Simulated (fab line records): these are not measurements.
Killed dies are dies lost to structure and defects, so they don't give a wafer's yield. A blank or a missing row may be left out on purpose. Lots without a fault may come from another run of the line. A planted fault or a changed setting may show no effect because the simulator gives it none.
fab line records | flow n5-finfet
record: lots: 7 wafers: 21
route steps=1938 shown BEOL_M14@1753 BEOL_M15@1809 PASSIVATION@1901
start-h: the number of hours between the record's first day and the start of the first shown wafer of the lot | wait-h: hours elapsed since this lot's preceding step | " same as the row above | L1.1+2: several wafers, shown together as one row | - no value, or no start was given | * or withheld: withheld | < > ~ a bound
route shown NAME@n: names a module that has steps shown in the file, with the first one's number in the route | usual: mean and standard deviation over wafers with no fault | same: alike in all rows | chamber/n: place in a boat | sites: each site's reading | _std_site: their standard deviation | _edge_site: inner sites' mean taken away from outer sites' mean | radius-mm: for every site, how far away it sits from the centre of the wafer | mask NAME#n: copy n | behind: the most recent tool/chamber to have shaped the wafer | hold: reason for holding the lot/hours on hold/outcome of the hold | device: which transistor (n, p or np) failed to switch | end of line: the same wafers' tests at the end of the route | where a step has no rows: the recipe by itself | killed: not the wafer's yield, but the dies lost to structure and defects at the first sort | map: shows each die of a wafer: x if killed, . if not, _ if none is there
set.NAME: the run value of the setting; set.NAME@STEP: its run value at that earlier step | model.NAME: the simulator's own value behind a step, which no gauge read
lots with deliberately changed settings; one table per step, one row per wafer
== steps ==
step: N5_BEOL_M14_TRENCH_ETCH_34
recipe: chemistry: C4F8/O2/Ar target: SiO2 target-depth-a: 5566.5 mask-material: SOC he-inner-torr: 15 he-outer-torr: 30 time-s: 126.9 ion-energy-ev: 800 pressure-mtorr: 20 source-w: 1905 bias-w: 2040 Ar_flow_sccm: 400 C4F8_flow_sccm: 16 O2_flow_sccm: 12
usual: rf-vpp-V: 2234/17
columns lot.wafer tool chamber start-h wait-h set.bias-w set.dose-mj@BEOL_M14_EXPOSE_25 set.peb-temp-c@BEOL_M14_PEB_26 rf-vpp-V model.BEOL_M14.cd-nm
L075.1 rie-diel-04 1 259.90 0.0 2040 24.78 133.3 2226 282.4
L075.3 " 2 " " 2177 24.78 133.3 2313 282.4
L075.4 " 3 " " 2177 24.78 130 2343 269.6
L076.1 rie-diel-01 2 261.10 0.0 2040 26.6 130 2238 280.4
L076.2 " 3 " " 2040 24.75 130 2268 270.6
L076.6 " 1 " " 1686 26.6 130 1965 278.4
L083.1 rie-diel-01 0 295.12 0.0 2040 26.6 130 2226 278.8
L083.3 " 1 " " 2040 26.6 130 2245 278.6
L083.4 " 3 " " 2040 26.6 130 2266 278.6
L081.1 rie-diel-03 3 295.75 0.0 1940 26.6 128.8 2143 272.4
L081.3 " 1 " " 2040 25.44 128.8 2208 265.4
L081.6 " 1 " " 1940 26.6 130 2132 279.4
L086.1 rie-diel-01 1 310.25 0.0 2268 26.6 130 2416 280.8
L086.3 " 0 " " 2268 28.41 130 2395 290.6
L086.5 " 2 " " 2040 26.6 130 2235 279.8
L095.2 rie-diel-03 2 383.67 0.0 2040 28.45 133.4 2254 298
L095.5 " 2 " " 2242 28.45 130 2404 286
L095.6 " 3 " " 2040 28.45 130 2219 286
L096.2 rie-diel-04 3 392.34 0.0 2040 26.6 130 2238 278.8
L096.3 " 0 " " 2040 26.6 130 2213 277
L096.6 " 0 " " 2040 26.6 130 2213 278.2
step: N5_BEOL_M14_STRIP_70
recipe: chemistry: C4F8/O2/Ar resist: SiARC rf-frequency-hz: 6e+07
step: N5_BEOL_M14_STRIP_37
recipe: chemistry: O2 power-w: 600 temp-c: 60 pressure-mtorr: 30 rf-frequency-hz: 6e+07 bias-power-w: 0 overash-fraction: 0.3 o2-flow-sccm: 225
step: N5_BEOL_M14_ETCH_38
recipe: chemistry: CF4/N2 target: SiCN target-depth-a: 1065 taper-deg: 2 time-s: 120.6 ion-energy-ev: 150 mask-material: SiO2 pressure-mtorr: 40 source-w: 430 bias-w: 70 Ar_flow_sccm: 100 cf4-flow-sccm: 60 n2-flow-sccm: 60
columns lot.wafer tool chamber start-h wait-h set.dose-mj@BEOL_M14_EXPOSE_25 set.peb-temp-c@BEOL_M14_PEB_26 model.BEOL_M14.cd-nm
L075.1 rie-diel-04 3 - - 24.78 133.3 282.4
L075.3 " 2 " " 24.78 133.3 282.6
L075.4 " 0 " " 24.78 130 269.6
L076.1 rie-diel-01 3 - - 26.6 130 280.4
L076.2 " 1 " " 24.75 130 270.6
L076.6 " 0 " " 26.6 130 278.4
L083.1+4 rie-diel-03 3,0 - - 26.6 130 278.8
L083.3 " 1 " " 26.6 130 278.6
L081.1 rie-diel-03 0 - - 26.6 128.8 272.4
L081.3 " 1 " " 25.44 128.8 265.4
L081.6 " 2 " " 26.6 130 279.2
L086.1 rie-diel-03 3 - - 26.6 130 280.8
L086.3 " 1 " " 28.41 130 290.6
L086.5 " 3 " " 26.6 130 280
L095.2 rie-diel-03 2 - - 28.45 133.4 298
L095.5 " 3 " " 28.45 130 286.2
L095.6 " 0 " " 28.45 130 285.8
L096.2 rie-diel-03 1 - - 26.6 130 278.6
L096.3 " 0 " " 26.6 130 277
L096.6 " 2 " " 26.6 130 278
step: N5_BEOL_M14_SPUTTER_43
recipe: material: TaN target-thk-a: 150 temp-c: 50 bias-v: 168.6 power-w: 15000 chamber-pressure-pa: 0.12 time-s: 24.19
columns lot.wafer tool chamber start-h wait-h set.power-w model.TaN_of_BEOL_M14_SPUTTER_43.thk-nm
L075.1 pvd-sputter-03 - 261.70 0.0 13220 13.4
L075.3 " - " " 15000 15.2
L075.4 " - " " 13220 13.2
L076.1+6 pvd-sputter-03 - 263.14 0.0 15000 15
L076.2 " - " " 17660 18
L083.1+3 pvd-sputter-01 - 298.12 0.0 15000 15.2
L083.4 " - " " 15000 15
L081.1 pvd-sputter-01 - 298.44 0.0 12520 12.6
L081.3 " - " " 15000 15
L081.6 " - " " 12520 12.8
L086.1 pvd-sputter-03 - 311.41 0.0 15000 14.8
L086.3+5 " - " " 15000 15
L095.2 pvd-sputter-03 - 384.61 0.0 15000 15.2
L095.5 " - " " 15000 15.4
L095.6 " - " " 12450 12.6
L096.2 pvd-sputter-03 - 395.26 0.0 13720 14
L096.3 " - " " 15000 15.2
L096.6 " - " " 15000 15.4
step: N5_BEOL_M14_SPUTTER_44
recipe: material: Ta target-thk-a: 150 temp-c: 50 bias-v: 80 power-w: 15000 chamber-pressure-pa: 0.07 time-s: 24.19
step: N5_BEOL_M14_SPUTTER_45
recipe: material: Cu target-thk-a: 1000 temp-c: -20 bias-v: 60 power-w: 26000 chamber-pressure-pa: 0.13 time-s: 16.67
step: N5_BEOL_M14_ECD_47
recipe: material: Cu target-thk-a: 12480
step: N5_BEOL_M14_ANNEAL_48
recipe: temp-c: 225 time-s: 90 ambient: N2
step: N5_BEOL_M14_CMP_49
recipe: stop-on: SiO2 t-overpolish-s: 5.2 down-force-psi: 2 platen-rpm: 80 clearing-platen-down-force-psi: 2 clearing-platen-rpm: 80 post-cmp-clean: cu-alkaline target-thk-nm: 560 clearing-platen-pad-velocity-m-s: 1.5917 pad-velocity-m-s: 1.5917
usual: barrier-field-endpoint-s: 11.49/0.21
columns lot.wafer tool chamber start-h wait-h set.power-w@BEOL_M14_SPUTTER_43 barrier-field-endpoint-s
L075.1 cmp-03 2 262.51 0.3 13220 10.79
L075.3 " 3 " " 15000 11.57
L075.4 " 0 " " 13220 10.57
L076.2 cmp-03 1 264.06 0.2 17660 12.36
L076.1 " 3 " " 15000 11.29
L076.6 " 0 " " 15000 11.63
L083.1 cmp-04 1 299.09 0.3 15000 11.45
L083.4 " 2 " " 15000 11.78
L083.3 " 0 " " 15000 11.80
L081.1 cmp-04 2 299.49 0.3 12520 10.66
L081.3 " 3 " " 15000 11.16
L081.6 " 3 " " 12520 10.41
L086.1 cmp-02 3 312.31 0.3 15000 11.82
L086.3 " 0 " " 15000 11.76
L086.5 " 0 " " 15000 11.51
L095.2 cmp-04 2 385.45 0.3 15000 11.51
L095.6 " 0 " " 12450 10.47
L095.5 " 1 " " 15000 11.49
L096.2 cmp-02 1 396.13 0.3 13720 10.99
L096.3 " 3 " " 15000 11.64
L096.6 " 0 " " 15000 11.71
step: N5_BEOL_M15_TRENCH_ETCH_34
recipe: chemistry: C4F8/O2/Ar target: SiO2 target-depth-a: 8729.3 he-inner-torr: 15 he-outer-torr: 30 time-s: 199 ion-energy-ev: 800 pressure-mtorr: 20 source-w: 1905 bias-w: 2040 Ar_flow_sccm: 400 C4F8_flow_sccm: 16 O2_flow_sccm: 12
columns lot.wafer tool chamber start-h wait-h set.time-s model.etch.depth-nm
L075.1 rie-diel-06 1 265.78 0.0 223.7 958.8
L075.3 " 2 " " 223.7 1004
L075.4 " 0 " " 223.7 976.5
L076.1 rie-diel-06 0 267.01 0.0 235.5 1028
L076.2 " 3 " " 199 851.8
L076.6 " 2 " " 199 892.6
L083.1 rie-diel-06 0 302.22 0.0 199 867
L083.3 " 1 " " 199 861
L083.4 " 2 " " 199 892.6
L081.1 rie-diel-06 3 302.88 0.0 199 867.5
L081.3 " 0 " " 199 860.9
L081.6 " 2 " " 199 884
L086.1 rie-diel-05 3 315.71 0.0 166.5 718.1
L086.3 " 1 " " 166.5 727.7
L086.5 " 3 " " 166.5 713.2
L095.2 rie-diel-06 2 388.20 0.0 214 952.9
L095.5 " 0 " " 214 922.8
L095.6 " 1 " " 199 879.3
L096.2 rie-diel-02 3 399.71 0.0 199 874.7
L096.3 " 2 " " 199 852.8
L096.6 " 1 " " 199 891.2
step: N5_BEOL_M15_SPUTTER_45
recipe: material: Cu target-thk-a: 1000 temp-c: -20 bias-v: 60 power-w: 26000 chamber-pressure-pa: 0.13 time-s: 16.67
columns lot.wafer tool chamber start-h wait-h set.time-s
L075.1+4 pvd-sputter-01 - 269.92 0.0 14.82
L075.3 " - " " 16.67
L076.1+2 pvd-sputter-02 - 270.00 0.0 16.67
L076.6 " - " " 14.46
L083.1+3+4 pvd-sputter-02 - 305.31 0.0 16.67
L081.1+3 pvd-sputter-02 - 306.13 0.0 16.67
L081.6 " - " " 15.09
L086.1+3+5 pvd-sputter-01 - 324.71 0.0 16.67
L095.2+5 pvd-sputter-01 - 389.39 0.0 17.8
L095.6 " - " " 16.67
L096.2+3+6 pvd-sputter-03 - 403.24 0.0 16.67
step: N5_BEOL_M15_ECD_47
recipe: material: Cu target-thk-a: 18600
step: N5_BEOL_M15_ANNEAL_48
recipe: temp-c: 225 time-s: 90 ambient: N2
step: N5_BEOL_M15_PRE_CLEAN_52
recipe: gas: NH3 time-s: 15 temp-c: withheld rf-power-w: 300
step: N5_BEOL_M15_DEP_53
recipe: material: SiCN target-thk-a: 500 temp-c: withheld precursor: 3MS/NH3 pressure-torr: 3 rf-w: 675 time-s: 17.8
step: N5_BEOL_M15_RS_MEAS_54
recipe: thk-meas-gauge: four-point-probe reads: Cu_of_BEOL_M15_ECD_47+Ta_of_BEOL_M15_SPUTTER_44+TaN_of_BEOL_M15_SPUTTER_43
usual: M15_RS: 0.0217/0.00035
columns lot.wafer tool chamber start-h wait-h set.time-s@BEOL_M15_TRENCH_ETCH_34 M15_RS[ohm/sq]
L075.1 film-metro-01 - 271.00 0.0 223.7 0.0196
L075.3 " - " " 223.7 0.0186
L075.4 " - " " 223.7 0.0192
L076.1 film-metro-01 - 271.25 0.0 235.5 0.0182
L076.2 " - " " 199 0.0221
L076.6 " - " " 199 0.0211
L083.1 film-metro-01 - 306.39 0.0 199 0.0217
L083.3 " - " " 199 0.0218
L083.4 " - " " 199 0.0211
L081.1 film-metro-02 - 307.93 0.0 199 0.0217
L081.3 " - " " 199 0.0219
L081.6 " - " " 199 0.0212
L086.1 film-metro-01 - 326.00 0.0 166.5 0.0264
L086.3 " - " " 166.5 0.0261
L086.5 " - " " 166.5 0.0266
L095.2 film-metro-01 - 391.24 0.1 214 0.0197
L095.5 " - " " 214 0.0203
L095.6 " - " " 199 0.0214
L096.2 film-metro-02 - 405.06 0.1 199 0.0215
L096.3 " - " " 199 0.0222
L096.6 " - " " 199 0.0211
step: N5_PASSIVATION_EXPOSE_27
recipe: mask-id: PAD na: 0.55 source-shape: conventional sigma-outer: 0.8 polarization: unpolarized defocus-nm: 0 dose-mj: 32.3
columns lot.wafer tool chamber start-h wait-h mask set.dose-mj
L075.1+3+4 krf-scanner-02 0 278.16 - PAD#0 32.3
L076.1+6 krf-scanner-01 0 281.38 - PAD#0 32.3
L076.2 " 0 " " PAD#0 31.12
L083.1+3+4 krf-scanner-01 0 315.90 - PAD#0 32.3
L081.1 krf-scanner-01 0 317.77 - PAD#0 31.34
L081.3+6 " 0 " " PAD#0 32.3
L086.1+3+5 krf-scanner-01 0 331.97 - PAD#0 32.3
L095.2+5+6 krf-scanner-01 0 398.89 - PAD#0 32.3
L096.2 krf-scanner-02 0 413.71 - PAD#0 32.3
L096.3+6 " 0 " " PAD#0 33.99
step: N5_PASSIVATION_PEB_28
recipe: peb-temp-c: withheld peb-time-s: *
step: N5_PASSIVATION_DEVELOP_29
recipe: develop-time-s: 60 rinse-liquid: diw dry: air-spin dev-temp-c: 21
step: N5_PASSIVATION_HARDBAKE_31
recipe: temp-c: 130 time-s: 120
step: N5_PASSIVATION_CD_MEAS_30
recipe: target-cd-nm: 4000 landing-energy-ev: 500 detector: se-inlens polarity: opening
usual: cd-nm: 3999.9/1.5
columns lot.wafer tool chamber start-h wait-h set.dose-mj@PASSIVATION_EXPOSE_27 cd-nm
L075.1 cd-sem-03 0 278.33 - 32.3 4001.8
L075.3 " 0 " " 32.3 4001.6
L075.4 " 0 " " 32.3 3998.8
L076.1 cd-sem-02 0 281.55 - 32.3 4001.1
L076.2 " 0 " " 31.12 3991.9
L076.6 " 0 " " 32.3 4000.6
L083.1 cd-sem-03 0 316.07 - 32.3 4004.1
L083.3 " 0 " " 32.3 4002.7
L083.4 " 0 " " 32.3 4000.4
L081.1 cd-sem-03 0 317.94 - 31.34 3995.9
L081.3 " 0 " " 32.3 4001.3
L081.6 " 0 " " 32.3 4000.3
L086.1 cd-sem-03 0 332.15 - 32.3 3998.8
L086.3 " 0 " " 32.3 4000.4
L086.5 " 0 " " 32.3 3998.9
L095.2 cd-sem-01 0 399.07 - 32.3 3999.5
L095.5 " 0 " " 32.3 3999.0
L095.6 " 0 " " 32.3 4000.1
L096.2 cd-sem-03 0 413.88 - 32.3 4000.3
L096.3 " 0 " " 33.99 4009.1
L096.6 " 0 " " 33.99 4010.3
step: N5_PASSIVATION_ETCH_54
recipe: chemistry: CHF3/O2 target: SiO2 target-depth-a: 8800 CHF3_flow_sccm: 50 O2_flow_sccm: 5 Ar_flow_sccm: 200 time-s: 440 mask-material: PR pressure-mtorr: 30 source-w: 650 bias-w: 170 ion-energy-ev: 200
usual: rf-vpp-V: 526/4.3
columns lot.wafer tool chamber start-h wait-h set.source-w rf-vpp-V
L075.1 rie-diel-04 1 280.57 0.1 650 526
L075.3 " 3 " " 650 528
L075.4 " 2 " " 650 522
L076.1 rie-diel-04 2 283.91 0.1 582.7 552
L076.2 " 3 " " 582.7 558
L076.6 " 2 " " 582.7 550
L083.1 rie-diel-01 3 318.56 0.1 650 534
L083.3 " 2 " " 650 529
L083.4 " 0 " " 650 525
L081.1 rie-diel-04 3 320.04 0.1 702.9 510
L081.3 " 1 " " 702.9 505
L081.6 " 0 " " 650 521
L086.1 rie-diel-03 1 334.26 0.1 650 521
L086.3 " 2 " " 723.8 506
L086.5 " 2 " " 650 532
L095.2 rie-diel-01 2 401.54 0.1 693.8 511
L095.5 " 0 " " 693.8 506
L095.6 " 1 " " 650 531
L096.2 rie-diel-04 2 416.09 0.1 760.7 484
L096.3 " 0 " " 650 521
L096.6 " 0 " " 760.7 482
== key ==
split: step: N5_BEOL_M14_TRENCH_ETCH_34 setting: bias-w stated: 2040 by: wafer
response: step: N5_BEOL_M14_TRENCH_ETCH_34 reading: rf-vpp-V change: +16.2 per: 1% r: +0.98
split: step: N5_BEOL_M14_SPUTTER_43 setting: power-w stated: 15000 by: wafer
response: step: N5_BEOL_M14_SPUTTER_43 reading: model.TaN_of_BEOL_M14_SPUTTER_43.thk-nm change: +0.157 per: 1% r: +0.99
response: step: N5_BEOL_M14_CMP_49 reading: barrier-field-endpoint-s change: +0.055 per: 1% r: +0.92
split: step: N5_BEOL_M15_TRENCH_ETCH_34 setting: time-s stated: 199 by: wafer
response: step: N5_BEOL_M15_TRENCH_ETCH_34 reading: model.etch.depth-nm change: +8.37 per: 1% r: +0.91
response: step: N5_BEOL_M15_RS_MEAS_54 reading: M15_RS change: -0.000186 per: 1% r: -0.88
split: step: N5_BEOL_M15_SPUTTER_45 setting: time-s stated: 16.67 by: wafer
response none clear
split: step: N5_PASSIVATION_EXPOSE_27 setting: dose-mj stated: 32.3 by: wafer
response: step: N5_PASSIVATION_CD_MEAS_30 reading: cd-nm change: +1.94 per: 1% r: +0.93
split: step: N5_PASSIVATION_ETCH_54 setting: source-w stated: 650 by: wafer
response: step: N5_PASSIVATION_ETCH_54 reading: rf-vpp-V change: -2.15 per: 1% r: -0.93
split outside-this-file step=N5_BEOL_M14_EXPOSE_25 setting=dose-mj
split outside-this-file step=N5_BEOL_M14_PEB_26 setting=peb-temp-c
split outside-this-file: this setting was split too, and the file shows its column; the key of that split is in another file
